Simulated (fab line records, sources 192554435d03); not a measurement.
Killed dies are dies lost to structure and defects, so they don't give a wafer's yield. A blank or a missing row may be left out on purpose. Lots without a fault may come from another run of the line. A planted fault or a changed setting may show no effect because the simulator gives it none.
Chamber matching | flow n5_finfet | N5_MOL_CONTACT_COAG_ETCH_48 on rie_diel-02: 4 sister chambers
The step etches SiOC in C4F6/O2, target depth 15 nm, overetch 4.5 nm, time 17 s. 8 wafers are shown with their chamber, then 9 later ones without.

WAFERS WITH THEIR CHAMBER
wafer  | chamber | rf_vpp_V (V) | drypump_motor_current_A (A)
L075.1 | 2       | 1584         | 5.7
L086.2 | 3       | 1607         | 5.1
L088.1 | 0       | 1606         | 5.2
L088.4 | 3       | 1607         | 5.1
L088.5 | 0       | 1607         | 5.2
L090.1 | 1       | 1562         | 6.2
L090.3 | 2       | 1584         | 5.7
L090.6 | 1       | 1560         | 6.1

WAFERS WITHOUT THEIR CHAMBER
wafer  | rf_vpp_V (V) | drypump_motor_current_A (A)
L091.2 | 1608         | 5.1
L091.4 | 1604         | 5.2
L091.5 | 1606         | 5.1
L092.2 | 1561         | 6.2
L092.4 | 1606         | 5.1
L092.5 | 1606         | 5.2
L095.3 | 1584         | 5.7
L095.5 | 1605         | 5.2
L095.6 | 1561         | 6.2

WHICH CHAMBER EACH WENT THROUGH
wafer  | from the rows above     | in truth
L091.2 | 3                       | 3
L091.4 | can't be placed: 0 or 3 | 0
L091.5 | can't be placed: 3 or 0 | 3
L092.2 | 1                       | 1
L092.4 | can't be placed: 3 or 0 | 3
L092.5 | 0                       | 0
L095.3 | 2                       | 2
L095.5 | can't be placed: 0 or 3 | 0
L095.6 | 1                       | 1
Placed correctly: 5 of 9. Can't be placed from these rows: 4 (the true chamber is among the candidates in 4). Placed wrongly: 0.
How it was worked out, from the rows above alone: a wafer's distance from a chamber is the root of the sum, over the readings, of the square of ((its reading less the chamber's mean) divided by the reading's scatter). The wafer belongs to the nearest chamber; if the next one is less than 2 further off, it can't be placed. A chamber's mean is the mean of its shown wafers. The scatter: the root of (the sum of the squares of (reading less its chamber's mean) over the shown wafers, divided by (wafers less chambers)).
